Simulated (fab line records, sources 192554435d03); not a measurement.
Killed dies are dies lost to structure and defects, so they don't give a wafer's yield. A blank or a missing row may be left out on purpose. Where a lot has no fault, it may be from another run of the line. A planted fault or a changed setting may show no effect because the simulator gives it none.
The same fault as seen by 2 desks -- flow n5_finfet -- each desk has only its own numbers; what lay behind them comes last

## TOOL OWNER'S DESK, rie_diel-01
The tool's own readings at N5_BEOL_M1_ETCH_64 (etches SOC in N2/H2, target depth 75 nm, overetch 15 nm, time 112.5 s): means of the sampled wafers that have a number, for each lot that ran on this tool. If a lot's mean is further than 4 standard deviations from the usual mean, the lot is out of limits and carries the mark OUT (the distance appears in the brackets).
Columns: A = drypump_motor_current_A at N5_BEOL_M1_ETCH_64, usual 5.4 A; B = oes_product_au at N5_BEOL_M1_ETCH_64, usual 0.59 a.u.; C = rf_fwd_power_W at N5_BEOL_M1_ETCH_64, usual 836.6 W; D = rf_vpp_V at N5_BEOL_M1_ETCH_64, usual 522.5 V; E = showerhead_plenum_p_Torr at N5_BEOL_M1_ETCH_64, usual 2.49 Torr; F = throttle_valve_pct at N5_BEOL_M1_ETCH_64, usual 17.82 %
lot,first seen here,A,B,C,D,E,F
L539,day 7 01:13,5.3,0.58,834.3,522.4,2.50,17.86
L540,day 7 16:45,5.6,0.56,634.8 (-75) OUT,574.2 (+18) OUT,2.56,17.89
L542,day 7 20:34,5.8,0.59,634.4 (-75) OUT,571.9 (+18) OUT,2.47,17.75
L557,day 11 17:18,5.2,0.55,834.2,525.8,2.59,17.94
L558,day 11 19:16,5.5,0.57,835.2,523.2,2.49,17.80
This desk's finding: out of limits on L540, L542; first on L540, day 7 16:45 (rf_fwd_power_W at N5_BEOL_M1_ETCH_64). In limits: L539, L557, L558.

## METROLOGY DESK
Lot by lot, what the gauges showed, no matter which tool ran the lot: averages of those sampled wafers that carry a number. If a lot's mean is further than 4 standard deviations from the usual mean, the lot is out of limits and carries the mark OUT (the distance appears in the brackets). Of its 12 readings 7 are shown: those that lie furthest out on some lot.
Columns: A = M0_RS at N5_BEOL_M0_RS_MEAS_126, usual 0.531 ohm/sq; B = DIBL_N at N5_BEOL_M4_RC_MEAS_101, usual 36.5 mV/V; C = DIBL_P at N5_BEOL_M4_RC_MEAS_101, usual 36.9 mV/V; D = IOFF_N at N5_BEOL_M4_RC_MEAS_101, usual 0.163 nA/um; E = SS_N at N5_BEOL_M4_RC_MEAS_101, usual 71.6 mV/dec; F = SS_P at N5_BEOL_M4_RC_MEAS_101, usual 73.4 mV/dec; G = VT_P at N5_BEOL_M4_RC_MEAS_101, usual -250 mV
lot,first seen here,A,B,C,D,E,F,G
L536,day 6 05:09,0.535,36.1,37.3,0.163,71.7,73.9,-247
L539,day 6 20:49,0.516,36.9,35.7,0.163,71.8,72.8,-243
L540,day 7 12:45,0.524,38.0,39.1,0.177,71.8,73.8,-251
L542,day 7 19:43,0.513,37.2,37.1,0.172,72.3,73.8,-252
L550,day 9 17:31,0.561,37.2,38.0,0.187,71.5,74.1,-249
L549,day 9 18:10,0.524,37.7,38.5,0.179,71.4,73.7,-248
L556,day 11 02:09,0.524,33.2,33.4,0.122,70.2,72.3,-253
L557,day 11 15:19,0.546,36.6,35.5,0.142,71.7,73.1,-250
L558,day 11 17:04,0.528,37.8,36.2,0.193,72.1,74.2,-246
This desk's finding: nothing out of limits on any of the 9 lots.

## BROUGHT TOGETHER
On L540, L542, at day 7 16:45, an alarm was possible from the tool owner's desk.
At the metrology desk, nothing out of limits was observed.
The metrology desk holds a record of L540, L542, inside its limits.
N5_BEOL_M1_ETCH_64 was run on rie_diel-01 by each of the lots named.

## WHAT THE SIMULATOR HAD PUT IN
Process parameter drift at N5_BEOL_M1_ETCH_64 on rie_diel-01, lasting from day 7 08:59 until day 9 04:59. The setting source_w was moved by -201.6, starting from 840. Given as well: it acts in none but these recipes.
Lots struck among those shown: L540, L542.
How many hours passed from the start of the fault until each desk's first out-of-limits reading: the tool owner's desk, 8.
